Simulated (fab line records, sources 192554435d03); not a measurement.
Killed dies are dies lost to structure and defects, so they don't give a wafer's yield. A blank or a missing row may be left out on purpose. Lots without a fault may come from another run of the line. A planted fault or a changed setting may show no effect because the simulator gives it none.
Chamber matching | flow n5_finfet | N5_BEOL_M10_DESCUM_33 on rie_diel-05: 4 sister chambers
The step chemistry O2, time 7.9 s. 8 wafers are shown with their chamber, then 8 later ones without.

WAFERS WITH THEIR CHAMBER
wafer  | chamber | drypump_motor_current_A (A) | throttle_valve_pct (%)
L079.4 | 1       | 5.80                        | 19.85
L083.3 | 1       | 5.81                        | 19.85
L083.5 | 3       | 5.88                        | 20.27
L089.5 | 2       | 6.15                        | 20.57
L090.2 | 3       | 5.85                        | 20.33
L090.3 | 0       | 5.62                        | 20.34
L090.4 | 2       | 6.16                        | 20.58
L094.1 | 0       | 5.59                        | 20.35

WAFERS WITHOUT THEIR CHAMBER
wafer  | drypump_motor_current_A (A) | throttle_valve_pct (%)
L094.2 | 5.85                        | 20.34
L094.3 | 6.14                        | 20.57
L097.1 | 5.58                        | 20.35
L097.5 | 6.15                        | 20.58
L097.6 | 5.81                        | 19.94
L095.1 | 5.82                        | 19.91
L095.4 | 6.17                        | 20.61
L095.5 | 5.81                        | 19.93

WHICH CHAMBER EACH WENT THROUGH
wafer  | from the rows above | in truth
L094.2 | 3                   | 3
L094.3 | 2                   | 2
L097.1 | 0                   | 0
L097.5 | 2                   | 2
L097.6 | 1                   | 1
L095.1 | 1                   | 1
L095.4 | 2                   | 2
L095.5 | 1                   | 1
Placed correctly: 8 of 8. Can't be placed from these rows: 0. Placed wrongly: 0.
How it was worked out, from the rows above alone: a wafer's distance from a chamber is the root of the sum, over the readings, of the square of ((its reading less the chamber's mean) divided by the reading's scatter). The wafer belongs to the nearest chamber; if the next one is less than 2 further off, it can't be placed. A chamber's mean is the mean of its shown wafers. The scatter: the root of (the sum of the squares of (reading less its chamber's mean) over the shown wafers, divided by (wafers less chambers)).
